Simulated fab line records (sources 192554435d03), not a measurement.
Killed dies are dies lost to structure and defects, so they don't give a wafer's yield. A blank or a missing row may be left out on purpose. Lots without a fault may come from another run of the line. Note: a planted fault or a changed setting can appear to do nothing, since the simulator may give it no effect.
fab line records ; flow n5Finfet
record: lots: 12; wafers: 28; lastDay: 19
route steps=1938 shown BEOL_M14@1753
lots untouched by any fault: they come from a run of this same line in which no faults occurred
startH: hours from the record's first day to the start of the lot's first wafer shown ; waitH: how many hours have passed since the lot's step before this one ; " same as the row above ; L1.1+2: a single row standing in for several wafers ; - either no value or no given start ; * or withheld: withheld ; < > ~ a bound
route shown NAME@n: names a module that has steps shown in the file, with the first one's number in the route ; usual: mean/standard deviation taken from wafers without a fault ; same: alike in all rows ; chamber/n: place in a boat ; sites: readings site by site ; _std_site: the standard deviation of these ; _edge_site: the outer-site mean with the inner-site mean subtracted ; radiusMm: for every site, how far away it sits from the centre of the wafer ; mask NAME#n: copy n ; behind: the most recent tool/chamber to have shaped the wafer ; hold: reason for holding the lot/hours on hold/outcome of the hold ; device: transistor that didn't switch, given as n, p or np ; end of line: tests run on the same wafers once the route is complete ; a step with no rows: only its recipe ; killed: at the first sort, the dies lost to defects and structure; wafer yield is something else ; map: a wafer's dies, marking killed ones x, the rest . and places with no die _
set.NAME: setting as actually run; set.NAME@STEP: the setting as run at that earlier step ; model.NAME: the simulator's own value behind a step, which no gauge read
steps of the route over a sample of lots; a table a step, a row a wafer
services: the hour from which a tool's chamber was out of use, counted from the record's first day as startH (under 0 if before that day), plus the number of hours and why
== steps ==
step: N5_BEOL_M14_TRENCH_ETCH_34
recipe: chemistry: C4F8/O2/Ar; target: SiO2; targetDepthA: 5566.5; maskMaterial: SOC; heInnerTorr: 15; heOuterTorr: 30; timeS: 126.9; ionEnergyEv: 800; pressureMtorr: 20; sourceW: 1905; biasW: 2040; Ar_flow_sccm: 400; C4F8_flow_sccm: 16; O2_flow_sccm: 12
usual: drypumpMotorCurrentA: 5.7/0.44; heInnerTorr: 14.996/0.03; oes_o_777_au: 0.82/0.073; oesProductAu: 0.82/0.078; rfVppV: 2228/52; showerheadPlenumPTorr: 3.46/0.099; throttleValvePct: 30.85/0.27
lot.wafer;tool;chamber;startH;waitH;drypumpMotorCurrentA;heInnerTorr;oes_o_777_au;oesProductAu;rfHoursCounterH;rfVppV;showerheadPlenumPTorr;throttleValvePct
L207.2;rieDiel-04;2;263.55;0.0;6.2;15.080;0.88;0.90;28;2213;3.65;30.87
L207.3;rieDiel-04;0;263.55;0.0;5.8;14.966;0.71;0.68;239;2164;3.51;30.65
L207.5;rieDiel-04;0;263.55;0.0;5.8;15.006;0.71;0.68;-;2164;3.51;30.63
L208.3;rieDiel-02;3;266.10;0.0;5.7;15.008;0.91;0.87;38;2192;3.36;30.61
L208.4;rieDiel-02;1;266.10;0.0;5.5;15.002;0.92;0.93;18;2233;3.39;31.13
L211.3;rieDiel-02;2;311.01;0.0;5.2;15.017;0.76;0.72;168;2191;3.54;30.65
L211.6;rieDiel-02;0;311.01;0.0;6.3;15.025;0.81;0.77;-;2176;3.45;31.28
L209.1;rieDiel-03;2;319.27;0.0;5.2;14.958;0.71;0.69;233;2227;3.27;31.27
L209.5;rieDiel-03;2;319.27;0.0;5.3;14.969;0.70;0.69;-;2228;3.27;31.27
L209.6;rieDiel-03;1;319.27;0.0;5.9;14.966;0.88;0.91;-;2193;3.37;30.57
L213.1;rieDiel-04;0;327.01;0.0;5.8;14.957;1.02;1.02;1;2163;3.50;30.42
L213.3;rieDiel-04;1;327.01;0.0;5.7;15.038;0.69;0.72;230;2220;3.43;31.21
L213.4;rieDiel-04;3;327.01;0.0;6.0;15.017;0.84;0.82;68;2303;3.45;30.70
L212.1;rieDiel-04;1;340.33;0.0;5.7;14.989;0.69;0.73;235;2222;3.42;31.24
L212.2;rieDiel-04;2;340.33;0.0;6.2;15.041;0.83;0.84;56;2211;3.63;30.91
L215.2;rieDiel-02;2;346.77;0.0;5.2;15.051;0.75;0.72;185;2191;3.53;30.69
L215.5;rieDiel-02;1;346.77;0.0;5.4;14.958;0.87;0.89;-;2231;3.37;31.15
L219.2;rieDiel-02;1;356.35;0.0;5.5;15.012;0.87;0.89;50;2232;3.37;31.17
L219.4;rieDiel-02;2;356.35;0.0;5.3;14.980;0.74;0.72;-;2191;3.53;30.68
L218.5;rieDiel-04;3;361.63;0.1;6.0;14.991;0.83;0.81;-;2301;3.44;30.71
L218.6;rieDiel-04;2;361.63;0.1;6.2;14.945;0.82;0.84;-;2211;3.63;30.88
L221.1;rieDiel-03;0;365.66;0.0;5.0;14.970;0.80;0.79;104;2255;3.44;30.85
L221.4;rieDiel-03;1;365.66;0.0;5.8;15.021;0.86;0.88;24;2193;3.36;30.58
L223.1;rieDiel-04;0;397.18;0.0;5.8;15.001;0.93;0.93;28;2161;3.49;30.46
L223.2;rieDiel-04;3;397.18;0.0;6.0;15.019;0.81;0.80;95;2300;3.43;30.74
L223.4;rieDiel-04;0;397.18;0.0;5.8;15.033;0.93;0.94;-;2161;3.49;30.44
L230.1;rieDiel-04;0;429.95;0.0;5.8;14.983;0.91;0.91;43;2162;3.48;30.47
L230.4;rieDiel-04;3;429.95;0.0;6.0;15.003;0.80;0.78;110;2300;3.43;30.76
step: N5_BEOL_M14_ETCH_38
recipe: chemistry: CF4/N2; target: SiCN; targetDepthA: 1065; taperDeg: 2; timeS: 120.6; ionEnergyEv: 150; maskMaterial: SiO2; pressureMtorr: 40; sourceW: 430; biasW: 70; Ar_flow_sccm: 100; cf4FlowSccm: 60; n2FlowSccm: 60
usual: drypumpMotorCurrentA: 5.7/0.46; oesProductAu: 0.81/0.076; rfVppV: 382.9/1.9; showerheadPlenumPTorr: 2.22/0.067; throttleValvePct: 15.41/0.23
lot.wafer;tool;chamber;startH;waitH;drypumpMotorCurrentA;oesProductAu;rfHoursCounterH;rfVppV;showerheadPlenumPTorr;throttleValvePct
L207.2;rieDiel-02;1;-;-;5.5;0.93;18;381.9;2.18;15.42
L207.3;rieDiel-02;0;-;-;6.3;0.80;111;382.8;2.22;15.71
L207.5;rieDiel-02;0;-;-;6.3;0.81;-;382.6;2.22;15.70
L208.3;rieDiel-04;3;-;-;6.0;0.86;47;383.2;2.23;15.38
L208.4;rieDiel-04;1;-;-;5.7;0.74;208;381.3;2.19;15.65
L211.3;rieDiel-04;3;-;-;6.0;0.84;61;384.0;2.23;15.41
L211.6;rieDiel-04;1;-;-;5.7;0.73;-;380.9;2.18;15.68
L209.1;rieDiel-04;2;-;-;6.2;0.86;49;385.7;2.33;15.25
L209.5;rieDiel-04;1;-;-;5.7;0.72;-;382.3;2.18;15.69
L209.6;rieDiel-04;3;-;-;6.0;0.83;-;383.6;2.22;15.43
L213.1;rieDiel-02;3;-;-;5.7;0.84;61;380.6;2.14;15.19
L213.3;rieDiel-02;0;-;-;6.3;0.78;133;381.5;2.21;15.74
L213.4;rieDiel-02;1;-;-;5.5;0.89;36;381.0;2.17;15.43
L212.1;rieDiel-02;2;-;-;5.2;0.71;181;384.5;2.26;15.27
L212.2;rieDiel-02;1;-;-;5.4;0.89;41;382.5;2.17;15.46
L215.2;rieDiel-04;0;-;-;5.8;0.98;10;384.2;2.26;15.03
L215.5;rieDiel-04;0;-;-;5.8;0.98;-;383.5;2.26;15.02
L219.2;rieDiel-02;0;-;-;6.3;0.76;148;381.3;2.21;15.80
L219.4;rieDiel-02;2;-;-;5.2;0.71;-;385.2;2.26;15.30
L218.5;rieDiel-03;3;-;-;4.9;0.82;-;384.3;2.33;15.31
L218.6;rieDiel-03;2;-;-;5.2;0.68;-;379.4;2.09;15.83
L221.1;rieDiel-02;0;-;-;6.3;0.75;152;381.6;2.20;15.76
L221.4;rieDiel-02;1;-;-;5.5;0.87;54;380.8;2.16;15.47
L223.1;rieDiel-04;0;-;-;5.8;0.93;32;384.3;2.25;15.08
L223.2;rieDiel-04;2;-;-;6.2;0.82;78;386.7;2.32;15.32
L223.4;rieDiel-04;2;-;-;6.2;0.81;-;386.0;2.32;15.31
L230.1;rieDiel-02;2;-;-;5.2;0.69;216;384.6;2.25;15.35
L230.4;rieDiel-02;3;-;-;5.7;0.82;87;380.8;2.13;15.23
step: N5_BEOL_M14_SPUTTER_43
recipe: material: TaN; targetThkA: 150; tempC: 50; biasV: 168.6; powerW: 15000; chamberPressurePa: 0.12; timeS: 24.19
usual: throttleValvePct: 30.1/1.3
lot.wafer;tool;chamber;startH;waitH;throttleValvePct
L207.2;pvdSputter-02;-;267.15;0.0;29.0
L207.3;pvdSputter-02;-;267.15;0.0;31.1
L207.5;pvdSputter-02;-;267.15;0.0;31.4
L208.3;pvdSputter-02;-;267.75;0.0;30.4
L208.4;pvdSputter-02;-;267.75;0.0;28.7
L211.3;pvdSputter-02;-;312.16;0.0;29.1
L211.6;pvdSputter-02;-;312.16;0.0;31.2
L209.1;pvdSputter-01;-;322.87;0.0;28.5
L209.5;pvdSputter-01;-;322.87;0.0;32.2
L209.6;pvdSputter-01;-;322.87;0.0;28.6
L213.1;pvdSputter-02;-;331.20;0.0;28.9
L213.3;pvdSputter-02;-;331.20;0.0;30.2
L213.4;pvdSputter-02;-;331.20;0.0;31.4
L212.1;pvdSputter-03;-;341.66;0.0;27.8
L212.2;pvdSputter-03;-;341.66;0.0;28.9
L215.2;pvdSputter-01;-;348.41;0.0;30.9
L215.5;pvdSputter-01;-;348.41;0.0;28.7
L219.2;pvdSputter-01;-;357.75;0.0;30.5
L219.4;pvdSputter-01;-;357.75;0.0;30.9
L218.5;pvdSputter-03;-;363.59;0.0;28.0
L218.6;pvdSputter-03;-;363.59;0.0;29.6
L221.1;pvdSputter-03;-;368.63;0.0;27.8
L221.4;pvdSputter-03;-;368.63;0.0;29.6
L223.1;pvdSputter-01;-;403.44;0.0;30.8
L223.2;pvdSputter-01;-;403.44;0.0;31.3
L223.4;pvdSputter-01;-;403.44;0.0;28.3
L230.1;pvdSputter-03;-;432.93;0.0;29.8
L230.4;pvdSputter-03;-;432.93;0.0;29.3
step: N5_BEOL_M14_SPUTTER_44
recipe: material: Ta; targetThkA: 150; tempC: 50; biasV: 80; powerW: 15000; chamberPressurePa: 0.07; timeS: 24.19
usual: throttleValvePct: 30.2/1.3
lot.wafer;tool;chamber;startH;waitH;throttleValvePct
L207.2;pvdSputter-02;-;267.23;0.0;28.8
L207.3;pvdSputter-02;-;267.23;0.0;31.4
L207.5;pvdSputter-02;-;267.23;0.0;31.3
L208.3;pvdSputter-02;-;267.83;0.0;30.1
L208.4;pvdSputter-02;-;267.83;0.0;28.9
L211.3;pvdSputter-02;-;312.24;0.0;29.0
L211.6;pvdSputter-02;-;312.24;0.0;31.4
L209.1;pvdSputter-01;-;322.95;0.0;28.4
L209.5;pvdSputter-01;-;322.95;0.0;32.8
L209.6;pvdSputter-01;-;322.95;0.0;28.2
L213.1;pvdSputter-02;-;331.28;0.0;29.0
L213.3;pvdSputter-02;-;331.28;0.0;30.0
L213.4;pvdSputter-02;-;331.28;0.0;31.4
L212.1;pvdSputter-03;-;341.74;0.0;27.9
L212.2;pvdSputter-03;-;341.74;0.0;29.0
L215.2;pvdSputter-01;-;348.49;0.0;31.1
L215.5;pvdSputter-01;-;348.49;0.0;28.9
L219.2;pvdSputter-01;-;357.83;0.0;30.3
L219.4;pvdSputter-01;-;357.83;0.0;30.9
L218.5;pvdSputter-03;-;363.67;0.0;27.8
L218.6;pvdSputter-03;-;363.67;0.0;29.8
L221.1;pvdSputter-03;-;368.71;0.0;27.8
L221.4;pvdSputter-03;-;368.71;0.0;29.4
L223.1;pvdSputter-01;-;403.52;0.0;30.6
L223.2;pvdSputter-01;-;403.52;0.0;31.1
L223.4;pvdSputter-01;-;403.52;0.0;28.5
L230.1;pvdSputter-03;-;433.01;0.0;29.7
L230.4;pvdSputter-03;-;433.01;0.0;29.2
step: N5_BEOL_M14_CMP_49
recipe: stopOn: SiO2; tOverpolishS: 5.2; downForcePsi: 2; platenRpm: 80; clearingPlatenDownForcePsi: 2; clearingPlatenRpm: 80; postCmpClean: cuAlkaline; targetThkNm: 560; clearingPlatenPadVelocityMS: 1.5917; padVelocityMS: 1.5917
usual: barrierFieldEndpointS: 11.4/0.31; motorCurrentA: 8.3/0.89
lot.wafer;tool;chamber;startH;waitH;barrierFieldEndpointS;motorCurrentA
L207.2;cmp-01;2;267.91;0.2;11.2;8.9
L207.3;cmp-01;3;267.91;0.2;11.3;8.5
L207.5;cmp-01;2;267.91;0.2;11.3;8.9
L208.3;cmp-03;3;268.61;0.2;11.6;7.5
L208.4;cmp-03;1;268.61;0.2;11.2;8.4
L211.3;cmp-03;2;312.96;0.2;11.3;7.2
L211.6;cmp-03;1;312.96;0.2;11.4;8.4
L209.1;cmp-01;3;323.67;0.3;11.3;8.3
L209.6;cmp-01;2;323.67;0.3;11.5;8.8
L209.5;cmp-01;3;323.67;0.3;11.2;8.4
L213.4;cmp-03;1;332.05;0.2;11.6;8.4
L213.3;cmp-03;2;332.05;0.2;11.4;7.4
L213.1;cmp-03;3;332.05;0.2;11.1;7.6
L212.2;cmp-03;0;342.43;0.2;11.0;9.1
L212.1;cmp-03;3;342.43;0.2;10.9;7.6
L215.2;cmp-02;3;349.56;0.3;12.0;8.7
L215.5;cmp-02;2;349.56;0.3;11.7;7.1
L219.2;cmp-01;1;358.70;0.2;11.5;9.7
L219.4;cmp-01;2;358.70;0.2;11.3;8.7
L218.5;cmp-03;3;365.10;0.2;11.1;7.5
L218.6;cmp-03;0;365.10;0.2;10.8;9.1
L221.4;cmp-03;0;369.44;0.2;10.8;8.4
L221.1;cmp-03;2;369.44;0.2;11.3;7.2
L223.4;cmp-01;0;404.39;0.3;11.5;7.6
L223.2;cmp-01;1;404.39;0.3;11.4;10.0
L223.1;cmp-01;2;404.39;0.3;9.9;9.1
L230.4;cmp-01;3;433.73;0.2;11.3;8.2
L230.1;cmp-01;0;433.73;0.2;11.7;7.6
== services ==
tool;chamber;startH;hours;kind
cmp-01;-;243.20;0.8;repair
rieDiel-04;2;244.17;16.4;repair
rieDiel-03;1;263.46;-;clean
rieDiel-02;1;286.15;11.8;repair
cmp-02;-;295.18;1.3;repair
rieDiel-04;0;302.78;-;clean
rieDiel-04;0;302.78;-;consumableReplace:focusRing
rieDiel-04;0;302.78;21.6;scheduledDown
rieDiel-04;0;302.78;21.6;ventCycle
cmp-01;-;305.16;2.4;repair
cmp-02;-;305.50;7.7;pm
rieDiel-02;3;333.88;28.2;repair
cmp-01;-;350.13;2.1;repair
rieDiel-03;1;359.08;5.1;repair
cmp-02;-;370.34;6.5;repair
rieDiel-04;1;382.68;-;clean
rieDiel-04;1;382.68;-;consumableReplace:focusRing
rieDiel-04;1;382.68;23.1;scheduledDown
rieDiel-04;1;382.68;23.1;ventCycle
rieDiel-04;2;395.37;6.0;repair
rieDiel-02;-;402.40;1.1;repair
cmp-03;-;402.42;5.8;repair
cmp-02;-;402.53;4.0;pm
cmp-01;-;425.52;0.8;repair
== key ==
firstSign: step: N5_BEOL_M14_CMP_49; reading: barrierFieldEndpointS; direction: down; sigmas: 4.7; usual: 11.4; struck: 9.9
effect none on later readings
metAt N5_BEOL_M14_SPUTTER_44
struckLots L223
struckWafers L223.1
notActingAt N5_BEOL_M14_TRENCH_ETCH_34,N5_BEOL_M14_ETCH_38,N5_BEOL_M14_SPUTTER_43
onsetBetween 357.83 403.52
fault: kind: processParameterDrift; tool: pvdSputter-01; chamber: -; onsetH: 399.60; steps: N5_BEOL_M14_SPUTTER_44; channel: timeS; offset: *; shape: step; endH: 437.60; scope: struckWafersOnly; actsIn: *; stated: *
